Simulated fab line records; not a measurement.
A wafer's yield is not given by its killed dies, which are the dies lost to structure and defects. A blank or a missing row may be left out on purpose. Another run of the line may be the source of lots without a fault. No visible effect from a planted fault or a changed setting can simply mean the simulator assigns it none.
fab line records	flow n5_finfet
[record] lots = 5	wafers = 15	last_day = 17
route steps=1938 shown HKMG_FIN@423 PASSIVATION@1936
lots with no fault: from the same line, run without faults
start_h: the number of hours between the record's first day and the start of the first shown wafer of the lot	wait_h: hours since the lot's step before	" same as the row above	L1.1+2: a row that stands for several wafers	- value missing, or start not given	* or withheld: withheld	< > ~ a bound
route shown NAME@n: NAME is a module with steps in the file, n the number in the route of the first one	usual: average and standard deviation across the fault-free wafers	same: alike in all rows	chamber/n: place in a boat	sites: each site's reading	_std_site: the standard deviation of these	_edge_site: the outer-site mean with the inner-site mean subtracted	radius_mm: for every site, how far away it sits from the centre of the wafer	mask NAME#n: copy n	behind: the last tool/chamber to shape the wafer	hold: why the lot was held/for how many hours/how that ended	device: the transistor (n, p or np) that didn't switch	end of line: the same wafers' tests at the end of the route	where a step has no rows: the recipe by itself	killed: dies that structure and defects cost at the first sort, which is not the same as the wafer's yield	map: shows each die of a wafer: x if killed, . if not, _ if none is there
set.NAME: setting as actually run; set.NAME@STEP: the setting as run at that earlier step	model.NAME: the simulator's own value behind a step, which no gauge read
lots at some steps of the route; a table a step, a row a wafer
services: a tool's chamber out of use, with start hour (start_h, from the record's first day; less than 0 if before it), hours out, and reason
[[steps]]
[step N5_HKMG_FIN_COAT_30]
[recipe] resist = SiARC	temp_c = 220	time_s = 60	spin_rpm = 1500	resist_thk_nm = 35
[step N5_HKMG_FIN_COAT_06]
[recipe] resist = CAR-ArF	spin_rpm = 1500	resist_thk_nm = 90
[step N5_HKMG_FIN_EBR_08]
[recipe] solvent = PGMEA	ebr_width_mm = 1.5
[step N5_HKMG_FIN_SOFTBAKE_07]
[recipe] temp_c = 110	time_s = 60	resist = CAR-ArF
[step N5_HKMG_FIN_EXPOSE_09]
[recipe] mask_id = NWFM	na = 1.35	source_shape = conventional	sigma_outer = 0.8	polarization = unpolarized	dose_mj = 39.25
[step N5_HKMG_FIN_PEB_10]
[recipe] peb_temp_c = withheld	peb_time_s = 60	resist = CAR-ArF
[step N5_HKMG_FIN_DEVELOP_11]
[recipe] develop_time_s = 30	developer = TMAH	resist = CAR-ArF	dev_temp_c = 23	rinse_liquid = diw	dry = air_spin
[step N5_HKMG_FIN_CD_MEAS_12]
[recipe] target_cd_nm = 92.8	landing_energy_ev = 500	detector = se_inlens
[usual] cd_nm = 93.0/1
lot.wafer	tool	chamber	start_h	wait_h	cd_nm
L219.1	cd_sem-02	0	86.05	-	92.1
L219.3	"	0	"	"	92.5
L219.4	"	0	"	"	92.5
L220.1	cd_sem-01	0	94.42	-	94.1
L220.2	"	0	"	"	93.4
L220.3	"	0	"	"	93.9
L224.1	cd_sem-01	0	110.00	-	92.7
L224.2	"	0	"	"	91.9
L224.6	"	0	"	"	92.8
L225.1	cd_sem-01	0	115.90	-	94.3
L225.4	"	0	"	"	93.2
L225.6	"	0	"	"	93.2
L234.3	cd_sem-01	0	169.63	-	93.3
L234.4	"	0	"	"	93.9
L234.5	"	0	"	"	93.9
[step N5_HKMG_FIN_OVL_MEAS_13]
[recipe] points_per_wafer = 44
[usual] NWFM_OVL = 0.0/0.84
lot.wafer	tool	chamber	start_h	wait_h	NWFM_OVL[nm]
L219.1	overlay-02	0	86.08	0.0	0.0
L219.3	"	0	"	"	-0.5
L219.4	"	0	"	"	0.6
L220.1	overlay-02	0	94.45	0.0	1.0
L220.2	"	0	"	"	0.9
L220.3	"	0	"	"	0.5
L224.1	overlay-02	0	110.03	0.0	-0.2
L224.2	"	0	"	"	-1.5
L224.6	"	0	"	"	-1.0
L225.1	overlay-01	0	115.93	0.0	-0.1
L225.4	"	0	"	"	-0.2
L225.6	"	0	"	"	-0.9
L234.3	overlay-02	0	169.66	0.0	0.3
L234.4	"	0	"	"	0.3
L234.5	"	0	"	"	0.0
[step N5_HKMG_FIN_INSPECT_14]
[recipe] mode = adi	inspect_instrument = macro
[usual] raw_defect_count = 2.0/1.6
lot.wafer	tool	chamber	start_h	wait_h	raw_defect_count
L219.1	defect_inspect-01	-	86.10	0.0	1
L219.3	"	-	"	"	2
L219.4	"	-	"	"	4
L220.1	defect_inspect-01	-	94.48	0.0	3
L220.2	"	-	"	"	0
L220.3	"	-	"	"	0
L224.1	defect_inspect-01	-	110.05	0.0	1
L224.2	"	-	"	"	3
L224.6	"	-	"	"	1
L225.1	defect_inspect-01	-	115.96	0.0	3
L225.4	"	-	"	"	4
L225.6	"	-	"	"	3
L234.3	defect_inspect-01	-	169.68	0.0	4
L234.4	"	-	"	"	0
L234.5	"	-	"	"	3
[step N5_HKMG_FIN_DESCUM_17]
[recipe] chemistry = O2	time_s = 7.9	source_power_w = 50	bias_power_w = 20	pressure_mtorr = 20	rf_frequency_hz = 2.712e+07	temp_c = 40	resist = CAR-ArF	o2_flow_sccm = 225
[usual] drypump_motor_current_A = 5.5/0.51	oes_product_au = 0.78/0.096	rf_vpp_V = 243.7/1	showerhead_plenum_p_Torr = 2.13/0.056	throttle_valve_pct = 20.5/0.35
lot.wafer	tool	chamber	start_h	wait_h	drypump_motor_current_A	oes_product_au	rf_hours_counter_h	rf_vpp_V	showerhead_plenum_p_Torr	throttle_valve_pct
L219.1	rie_diel-02	0	86.14	0.0	6.2	0.72	184	244.7	2.19	20.9
L219.3	"	3	"	"	5.3	0.69	216	245.3	2.17	20.8
L219.4	"	2	"	"	5.1	0.72	162	244.1	2.18	20.6
L220.1	rie_diel-06	1	94.51	0.0	6.5	0.90	48	243.9	2.13	19.9
L220.2	"	3	"	"	4.8	1.01	2	243.1	2.06	19.9
L220.3	"	2	"	"	5.4	0.69	234	244.2	2.16	20.6
L224.1	rie_diel-02	2	110.08	0.0	5.1	0.71	170	243.6	2.18	20.6
L224.2	"	3	"	"	5.3	0.69	225	244.2	2.17	20.8
L224.6	"	1	"	"	5.8	0.80	-	243.6	2.13	20.8
L225.1	rie_diel-02	3	115.99	0.0	5.3	0.69	227	243.6	2.17	20.8
L225.4	"	0	"	"	6.2	0.72	196	243.8	2.19	20.9
L225.6	"	3	"	"	5.3	0.69	-	243.6	2.17	20.8
L234.3	rie_diel-02	1	169.71	0.0	5.7	0.77	131	244.2	2.12	20.8
L234.4	"	0	"	"	6.2	0.69	216	243.5	2.18	21.0
L234.5	"	1	"	"	5.7	0.77	-	242.1	2.12	20.8
[step N5_HKMG_FIN_ETCH_31]
[recipe] chemistry = CF4	target = SiARC	target_depth_a = 455	mask_material = CAR-ArF	time_s = 75.8	ion_energy_ev = 80	pressure_mtorr = 40	source_w = 545	bias_w = 36	Ar_flow_sccm = 100	cf4_flow_sccm = 100	ends = cleared
[step N5_HKMG_FIN_ETCH_32]
[recipe] chemistry = N2/H2	target = SOC	target_depth_a = 2400	temp_c = 40	time_s = 300	ion_energy_ev = 200	mask_material = SiARC	pressure_mtorr = 30	source_w = 840	bias_w = 150	n2_flow_sccm = 200	h2_flow_sccm = 200
[usual] drypump_motor_current_A = 5.5/0.51	oes_product_au = 0.77/0.088	rf_vpp_V = 524.9/2	showerhead_plenum_p_Torr = 2.58/0.067	throttle_valve_pct = 17.9/0.33
lot.wafer	tool	chamber	start_h	wait_h	drypump_motor_current_A	oes_product_au	rf_hours_counter_h	rf_vpp_V	showerhead_plenum_p_Torr	throttle_valve_pct
L219.1	rie_diel-02	0	86.23	0.0	6.2	0.73	184	526.0	2.63	18.2
L219.3	"	3	"	"	5.3	0.69	216	528.3	2.61	18.0
L219.4	"	2	"	"	5.1	0.75	162	528.1	2.67	18.3
L220.1	rie_diel-06	1	94.60	0.0	6.5	0.87	48	525.7	2.61	17.5
L220.2	"	3	"	"	4.8	0.96	2	522.8	2.50	17.3
L220.3	"	2	"	"	5.4	0.69	234	526.3	2.60	17.8
L224.1	rie_diel-02	2	110.18	0.0	5.1	0.74	170	527.6	2.67	18.3
L224.2	"	3	"	"	5.3	0.69	225	526.9	2.61	18.1
L224.6	"	1	"	"	5.8	0.79	-	524.7	2.57	18.2
L225.1	rie_diel-02	3	116.08	0.0	5.3	0.69	227	526.9	2.61	18.1
L225.4	"	0	"	"	6.2	0.71	196	525.5	2.63	18.2
L225.6	"	3	"	"	5.3	0.69	-	526.3	2.61	18.1
L234.3	rie_diel-02	1	169.80	0.0	5.8	0.77	131	524.2	2.56	18.2
L234.4	"	0	"	"	6.2	0.69	216	525.1	2.62	18.2
L234.5	"	1	"	"	5.8	0.77	-	523.9	2.56	18.2
[step N5_HKMG_FIN_STRIP_33]
[recipe] chemistry = N2/H2	temp_c = 40	n2_flow_sccm = 200	h2_flow_sccm = 200	rf_frequency_hz = 6e+07
[step N5_HKMG_FIN_STRIP_34]
[recipe] chemistry = CF4	resist = SiARC	power_w = 300	bias_power_w = 75	pressure_mtorr = 50	cf4_flow_sccm = 150	rf_frequency_hz = 6e+07
[step N5_HKMG_FIN_ETCH_35]
[recipe] chemistry = N2/H2	target = SOC	target_depth_a = 2158	ion_energy_ev = 65	bias_w = 5	source_w = 3000	time_s = 243.4	pressure_mtorr = 30	n2_flow_sccm = 200	h2_flow_sccm = 200
[step N5_HKMG_FIN_STRIP_92]
[recipe] chemistry = N2/H2	material = SOC	time_s = 20	power_w = 500	temp_c = 40	pressure_mtorr = 50	rf_frequency_hz = 6e+07	bias_power_w = 8	h2_frac = 0.5	n2_flow_sccm = 300	h2_flow_sccm = 300
[usual] drypump_motor_current_A = 5.5/0.51	oes_product_au = 0.78/0.087	rf_vpp_V = 54.3/0.83	showerhead_plenum_p_Torr = 3.40/0.085	throttle_valve_pct = 19.1/0.55
lot.wafer	tool	chamber	start_h	wait_h	drypump_motor_current_A	oes_product_au	rf_hours_counter_h	rf_vpp_V	showerhead_plenum_p_Torr	throttle_valve_pct
L219.1	rie_diel-02	0	86.59	0.1	6.2	0.72	184	54.4	3.48	19.2
L219.3	"	3	"	"	5.3	0.71	217	55.1	3.45	19.1
L219.4	"	2	"	"	5.1	0.75	162	55.8	3.52	20.1
L220.1	rie_diel-06	1	94.96	0.1	6.5	0.88	48	55.3	3.44	19.0
L220.2	"	3	"	"	4.8	0.96	2	53.4	3.31	18.6
L220.3	"	2	"	"	5.4	0.68	234	52.9	3.43	18.7
L224.1	rie_diel-02	2	110.54	0.1	5.1	0.74	170	56.1	3.52	20.2
L224.2	"	3	"	"	5.3	0.69	225	55.6	3.44	19.1
L224.6	"	1	"	"	5.7	0.79	-	55.9	3.40	19.6
L225.1	rie_diel-02	3	116.44	0.1	5.3	0.70	227	53.8	3.44	19.2
L225.4	"	0	"	"	6.2	0.70	196	54.2	3.47	19.2
L225.6	"	3	"	"	5.3	0.69	-	56.0	3.44	19.1
L234.3	rie_diel-02	1	170.16	0.1	5.8	0.77	132	53.5	3.38	19.7
L234.4	"	0	"	"	6.2	0.69	216	54.9	3.46	19.3
L234.5	"	1	"	"	5.8	0.77	-	55.4	3.38	19.7
[step N5_HKMG_FIN_WET_ETCH_18]
[recipe] chemistry = SC1	target = TiN	mix = 1:1:5	temp_c = *	time_s = 55	target_depth_nm = 5.2	dry = ipa_marangoni	rinse_time_s = 30	rinse_temp_c = 23
[step N5_HKMG_FIN_STRIP_19]
[recipe] chemistry = N2/H2	power_w = 2500	temp_c = 300	h2_frac = 0.65	time_s = 360	pressure_mtorr = withheld	n2_flow_sccm = 1750	h2_flow_sccm = 3250
[usual] drypump_motor_current_A = 5.7/0.38	heater_power_w = 467/28
lot.wafer	tool	chamber	start_h	wait_h	drypump_motor_current_A	heater_power_w	rf_hours_counter_h
L219.1	plasma_asher-01	0	86.73	0.0	5.6	436	90
L219.3	"	0	"	"	5.6	429	-
L219.4	"	1	"	"	5.3	467	-
L220.1	plasma_asher-01	1	95.11	0.0	5.4	461	92
L220.2	"	0	"	"	5.6	452	92
L220.3	"	0	"	"	5.6	430	-
L224.1	plasma_asher-02	1	110.70	0.0	5.6	514	37
L224.2	"	0	"	"	6.4	482	37
L224.6	"	0	"	"	6.4	485	-
L225.1	plasma_asher-02	1	116.59	0.0	5.6	524	38
L225.4	"	1	"	"	5.6	509	-
L225.6	"	0	"	"	6.4	480	-
L234.3	plasma_asher-02	1	170.43	0.1	5.5	498	-
L234.4	"	0	"	"	6.4	485	-
L234.5	"	0	"	"	6.4	476	-
[step N5_HKMG_FIN_ALD_91]
[recipe] material = TiN	target_thk_a = 10	temp_c = 400	ald_precursor_family = TiCl4	ald_co_reactant = NH3	pulse_time_s = 1	purge_time_s = 3	co_reactant_purge_time_s = 2	co_reactant_pulse_time_s = 2	ald_cycles = 47	pressure_torr = 3
[step N5_HKMG_FIN_COAT_85]
[recipe] resist = SOC	temp_c = 250	time_s = 60	spin_rpm = 1500	resist_thk_nm = 300
[step N5_HKMG_FIN_ETCH_86]
[recipe] chemistry = N2/H2	target = SOC	target_depth_a = 3932	stop_on = TiN	ion_energy_ev = 100	bias_w = 61	pressure_mtorr = 30	source_w = 850	n2_flow_sccm = 200	h2_flow_sccm = 200
[step N5_HKMG_FIN_STRIP_89]
[recipe] chemistry = N2/H2	material = SOC	time_s = 20	power_w = 500	temp_c = 40	pressure_mtorr = 50	rf_frequency_hz = 6e+07	bias_power_w = 8	h2_frac = 0.5	n2_flow_sccm = 300	h2_flow_sccm = 300
[step N5_HKMG_FIN_WET_ETCH_87]
[recipe] chemistry = SC1	target = TiN	mix = 1:2:40	temp_c = 50	time_s = 154.2	target_depth_nm = 4.7	dry = ipa_marangoni	rinse_time_s = 30	rinse_temp_c = 23
[step N5_HKMG_FIN_STRIP_88]
[recipe] chemistry = N2/H2	power_w = 2500	temp_c = 300	h2_frac = 0.65	time_s = 360	pressure_mtorr = withheld	n2_flow_sccm = 1750	h2_flow_sccm = 3250
[step N5_HKMG_FIN_NWFM_ALD_20]
[recipe] material = TiAlC	target_thk_a = 20	temp_c = 300	ald_precursor_family = TiCl4	ald_co_reactant = TEA	pulse_time_s = 3	purge_time_s = 2	co_reactant_purge_time_s = 2	co_reactant_pulse_time_s = 10	ald_cycles = 7	pressure_torr = 3
[step N5_HKMG_FIN_ALD_71]
[recipe] material = TiN	target_thk_a = 10	temp_c = 400	ald_precursor_family = TiCl4	ald_co_reactant = NH3	pulse_time_s = 1	purge_time_s = 3	co_reactant_purge_time_s = 2	co_reactant_pulse_time_s = 2	ald_cycles = 47	pressure_torr = 3
[step N5_HKMG_FIN_COAT_66]
[recipe] resist = SOC	temp_c = 250	time_s = 60	spin_rpm = 1500	resist_thk_nm = 300
[step N5_HKMG_FIN_ETCH_67]
[recipe] chemistry = N2/H2	target = SOC	target_depth_a = 3889	stop_on = TiN	ion_energy_ev = 100	bias_w = 61	pressure_mtorr = 30	source_w = 850	n2_flow_sccm = 200	h2_flow_sccm = 200
[step N5_HKMG_FIN_STRIP_90]
[recipe] chemistry = N2/H2	material = SOC	time_s = 20	power_w = 500	temp_c = 40	pressure_mtorr = 50	rf_frequency_hz = 6e+07	bias_power_w = 8	h2_frac = 0.5	n2_flow_sccm = 300	h2_flow_sccm = 300
[step N5_HKMG_FIN_WET_ETCH_73]
[recipe] chemistry = SC1	mix = 1:2:40	temp_c = 50	time_s = 42.3	target_depth_nm = 1.3	dry = ipa_marangoni	rinse_time_s = 30	rinse_temp_c = 23
[step N5_HKMG_FIN_ETCHBACK_68]
[recipe] chemistry = Cl2/Ar	stop_on = HfO2	target_depth_a = 5	pressure_mtorr = 10	icp_w = 600	bias_w = 60	Cl2_flow_sccm = 40	Ar_flow_sccm = 60
[step N5_HKMG_FIN_STRIP_69]
[recipe] chemistry = N2/H2	power_w = 2500	temp_c = 300	h2_frac = 0.65	time_s = 360	pressure_mtorr = withheld	n2_flow_sccm = 1750	h2_flow_sccm = 3250
[step N5_HKMG_FIN_ALD_21]
[recipe] material = TiN	target_thk_a = 15	temp_c = 400	ald_precursor_family = TiCl4	ald_co_reactant = NH3	pulse_time_s = 1	purge_time_s = 3	co_reactant_purge_time_s = 2	co_reactant_pulse_time_s = 2	ald_cycles = 68	pressure_torr = 3
[usual] heater_power_w = 839/96	precursor_pulse_height_rel = 0.998/0.021
[same] purge_time_s = 3
lot.wafer	tool	chamber	start_h	wait_h	heater_power_w	precursor_pulse_height_rel	since_wet_clean_h
L219.1	ald_metal-02	3	89.27	0.3	830	0.952	5906
L219.3	"	1	"	"	839	0.990	5906
L219.4	"	2	"	"	750	1.010	5906
L220.1	ald_metal-02	2	98.02	0.3	732	1.023	5915
L220.2	"	3	"	"	848	1.009	5915
L220.3	"	1	"	"	825	1.026	5915
L224.1	ald_metal-03	2	113.43	0.3	903	1.002	1315
L224.2	"	3	"	"	795	0.990	1315
L224.6	"	3	"	"	817	1.005	-
L225.1	ald_metal-03	1	119.19	0.3	918	0.979	1321
L225.4	"	3	"	"	784	1.045	1321
L225.6	"	1	"	"	926	0.995	-
L234.3	ald_metal-03	0	172.85	0.1	814	1.018	1374
L234.4	"	2	"	"	922	1.001	1374
L234.5	"	2	"	"	937	0.995	-
[step N5_HKMG_FIN_ALD_72]
[recipe] material = W	target_thk_a = 20	temp_c = 300	pressure_torr = 7.5	ald_precursor_family = WF6	ald_co_reactant = B2H6	pulse_time_s = 1	purge_time_s = 2	co_reactant_purge_time_s = 2	co_reactant_pulse_time_s = 3	ald_cycles = 7
[step N5_HKMG_FIN_W_FILL_22]
[recipe] material = W	target_thk_a = 600	temp_c = 400	pressure_torr = 39.4	time_s = 18.2
[step N5_HKMG_FIN_PRECLEAN_83]
[recipe] chemistry = DIW	time_s = 57.5	temp_c = 23
[step N5_HKMG_FIN_SRD_84]
[recipe] dry_time_s = 32	dry = n2_spin	spin_rpm = 1500
[step N5_HKMG_FIN_CMP_23]
[recipe] stop_on = SiNx	t_overpolish_s = 10	post_cmp_clean = rinse_only	down_force_psi = 4	platen_rpm = 50.289	pad_velocity_m_s = 1.0006	target_thk_nm = 46.326
[usual] motor_current_A = 12.0/1.1	overpolish_run_s = 10.001/0.0088	time_to_endpoint_s = 11.8/2.9
lot.wafer	tool	chamber	start_h	wait_h	motor_current_A	overpolish_run_s	time_to_endpoint_s
L219.3	cmp-01	1	89.89	0.1	11.3	9.991	14.5
L219.4	"	2	"	"	13.3	9.991	15.1
L219.1	"	3	"	"	11.8	10.007	11.8
L220.1	cmp-01	2	98.55	0.0	13.1	10.012	14.6
L220.3	"	3	"	"	12.0	10.007	9.7
L220.2	"	1	"	"	11.0	9.985	12.8
L224.1	cmp-02	0	113.96	0.0	11.9	10.002	14.1
L224.2	"	2	"	"	9.5	9.994	14.5
L224.6	"	1	"	"	11.0	10.011	9.5
L225.4	cmp-01	3	119.72	0.0	12.1	10.000	9.4
L225.1	"	2	"	"	13.6	9.993	13.6
L225.6	"	0	"	"	13.3	10.002	15.7
L234.4	cmp-04	3	173.47	0.0	11.5	10.003	8.6
L234.3	"	2	"	"	12.0	9.998	10.9
L234.5	"	0	"	"	12.7	9.998	12.5
[step N5_HKMG_FIN_CMP_94]
[recipe] stop_on = SiNx	post_cmp_clean = w_dilute_nh4oh	t_overpolish_s = 4.7	down_force_psi = 4	platen_rpm = 50.289	pad_velocity_m_s = 1.0006	target_thk_nm = 43.299
[step N5_PASSIVATION_PROBE_49]
[usual] defect_limited_yield = 91.3/1.4	killed_at_M0_to_M3 = 36/10	killed_at_M4_up = 13/5.4	killed_at_contacts = 12/5.3	killed_at_front_end = 39/10	killed_at_other = 3.2/2.7	killed_dies = 103/16	killed_on_rim = 13/4	killed_open = 68/13	killed_short = 33/6.6	sort_bin_4_leakage = 0.01/0.031	sort_bin_5_function = 5.1/0.92	sort_bin_6_memory = 3.3/0.68	sort_bin_8_speed = 0.1/0.41	sort_n_pass = 1077/17	sort_yield_pct = 91.2/1.4
[same] gross_dies = 1180	killed_at_back_side = 0
lot.wafer	tool	chamber	start_h	wait_h	defect_limited_yield[%]	killed_at_M0_to_M3	killed_at_M4_up	killed_at_contacts	killed_at_front_end	killed_at_other	killed_dies	killed_on_rim	killed_open	killed_short	sort_bin_4_leakage[%]	sort_bin_5_function[%]	sort_bin_6_memory[%]	sort_bin_8_speed[%]	sort_n_pass	sort_yield_pct[%]
L225.1	prober-01	-	333.52	0.0	91.2	31	13	14	45	1	104	10	71	33	0	5.2	3.3	0	1076	91.2
L225.4	prober-01	-	333.67	0.2	93.0	15	14	8	44	2	83	7	50	32	0	4.1	2.4	0	1097	93.0
L225.6	prober-01	-	333.77	0.3	89.8	48	18	10	41	3	120	20	79	41	0	5.6	4.2	0.1	1059	89.7
L234.3	prober-02	-	395.78	0.5	82.2	30	16	5	159	0	210	30	48	39	0	10.1	3.0	0	970	82.2
L234.4	prober-02	-	395.83	0.5	84.0	20	16	6	146	1	189	34	50	31	0.08	8.6	4.1	0	990	83.9
L234.5	prober-02	-	395.88	0.6	84.7	20	10	6	143	2	181	24	41	16	0	8.4	2.5	0	999	84.7
// killed by level:class
L225.1 STI_FIN_REVEAL:geometric_particle:open=14 MOL_CONTACT_COAG:geometric_particle:open=12 BEOL_M0_SAQP:geometric_particle:open=9 FIN_SAQP:geometric_particle:short=8 FIN_SAQP:geometric_particle:open=7 BEOL_M0_SAQP:geometric_particle:short=7 BEOL_M3:geometric_particle:open=6 BEOL_M4:geometric_particle:open=5
L225.4 FIN_SAQP:geometric_particle:short=10 FIN_SAQP:geometric_particle:open=9 STI_FIN_REVEAL:geometric_particle:open=6 BEOL_M0_SAQP:geometric_particle:open=6 BEOL_M4:geometric_particle:open=6 DUMMY_GATE:geometric_particle:open=5 MOL_CONTACT_COAG:geometric_particle:open=5 BEOL_M5:geometric_particle:open=4
L225.6 BEOL_M0_SAQP:geometric_particle:short=13 BEOL_M0_SAQP:geometric_particle:open=12 FIN_SAQP:geometric_particle:open=11 FIN_SAQP:geometric_particle:short=10 BEOL_M2:geometric_particle:open=9 STI_FIN_REVEAL:geometric_particle:open=7 BEOL_M3:geometric_particle:open=7 BEOL_M4:geometric_particle:open=7
L234.3 HKMG_FIN:unspecified=119 FIN_SAQP:geometric_particle:short=15 FIN_SAQP:geometric_particle:open=7 BEOL_M2:geometric_particle:open=7 BEOL_M3:geometric_particle:open=7 BEOL_M1:geometric_particle:open=5 BEOL_M0_SAQP:geometric_particle:short=4 BEOL_M4:geometric_particle:open=4
L234.4 HKMG_FIN:unspecified=108 FIN_SAQP:geometric_particle:open=11 FIN_SAQP:geometric_particle:short=8 ILD0:geometric_particle:short=7 BEOL_M3:geometric_particle:open=7 BEOL_M4:geometric_particle:open=6 MOL_CONTACT_COAG:geometric_particle:open=5 BEOL_M2:geometric_particle:short=5
L234.5 HKMG_FIN:unspecified=124 BEOL_M1:geometric_particle:open=8 MOL_CONTACT_COAG:geometric_particle:open=5 BEOL_M4:geometric_particle:open=5 FIN_SAQP:geometric_particle:short=3 FIN_SAQP:geometric_particle:open=3 BEOL_M0_SAQP:geometric_particle:open=3 BEOL_M2:geometric_particle:open=3
// map L234.3 (x killed, . not)
_________________..x.....x...________________
______________.x..x...........x._____________
___________...................x....__________
__________......................xx.._________
________................x............._______
_______................................______
______.x.............x..x..............._____
_____..x....x..............xx....x.......____
____..x............x.........x........x...___
___...........x...................x........__
___....x.........................x..x...x..__
__xx.xx..xx..x.......................x......_
__x.xxxx........x...x......................._
_xxxxxxxxx..............x............x.......
_xxxxxxxxx.xx...x........x.x...........x.....
_xxxxxxxxxxxx.....................x..........
_xxxxxxxxxxx.......x..x....................x.
_xxxxxxxxxx..x..............x................
_xxxxxxxxxxx..x....x.............x...........
_xxxxxxxxxxx...........x.x....x..............
_xxxxxxxxxxx.x...............x..x.....x......
__xxxxxxxxxx.x............................xx_
__xxxxxxx.x...........x....................._
___.xxx.....................x..............__
___x....xx.........x.......................__
____........x...........x............x....___
_____x.x..............x...............x.x____
______.....x...............x.x.....x.x.._____
_______....x.......x................x..______
________.............................x_______
__________.....xx....x.......x.....x_________
___________......x..x..............__________
______________..x..x....x..x.x.._____________
_________________.........x..________________
// map L224.2 (x killed, . not)
_________________..........x.________________
______________..x...x..........._____________
___________.......x............x.x.__________
__________..x...x..................._________
________x..............x......x....x.._______
_______................................______
______.x.............................x.._____
_____.x.......x........x...x.............____
____x.....xx.x.....x............x.........___
___....x........x.........x................__
___...x.xx..............................x..__
__.x.........x.........x...................._
__.x............x.x.......x.....x.x.....x..._
_...................................x..x...x.
_........x..x..x......x..x.............x.....
_..x..............x.................x...x....
_..............................x.x...........
_.....x...x..x.......................x.......
_x....x.x..................x..........x...x..
_.x...................xx.....................
_............................................
__..x....x..........x....x...xx........x...._
__x....x.............................x......_
___x..xx................x...x...........x..__
___........................................__
____..x...x....x.........x................___
_____.......x.....x......................____
______...........x......................_____
_______..................x.......x.....______
________.............x.x.............._______
__________........................x._________
___________....................x...__________
______________.x.x....x........x_____________
_________________.........x..________________
[[services]]
tool	chamber	start_h	hours	kind
ald_metal-03	0	69.48	4.2	repair
rie_diel-06	3	89.22	5.0	repair
cmp-04	-	89.26	4.1	pm
cmp-02	-	92.92	8.0	repair
cmp-02	-	103.92	0.5	repair
cmp-01	-	131.09	4.0	pm
ald_metal-02	-	136.53	2.8	pm
plasma_asher-02	-	144.48	0.7	repair
rie_diel-06	2	144.60	-	clean
rie_diel-06	2	144.60	-	consumable_replace:focus_ring
rie_diel-06	2	144.60	14.3	scheduled_down
rie_diel-06	2	144.60	14.3	vent_cycle
cmp-02	-	157.98	0.8	repair
plasma_asher-02	-	170.78	1.3	repair
rie_diel-06	1	173.12	2.4	repair
[[key]]
[first_sign] step = N5_PASSIVATION_PROBE_49	reading = killed_at_front_end	direction = up	sigmas = 11	usual = 39	struck = 149
[effect] step = N5_PASSIVATION_PROBE_49	reading = killed_dies	direction = up	sigmas = 5.6	usual = 103	struck = 193
[more_kills_born_at] N5_HKMG_FIN_ETCH_32@rie_diel-02 = 351
met_at N5_HKMG_FIN_ETCH_32
struck_wafers L234.3,L234.4,L234.5
onset_between 116.08 169.80
also_fits time
[fault] kind = chamber_particle_source	tool = rie_diel-02	chamber = -	onset_h = 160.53	steps = N5_HKMG_FIN_ETCH_32	rate_per_visit_cm2 = 2.2166	until_the_next_wet_clean = True
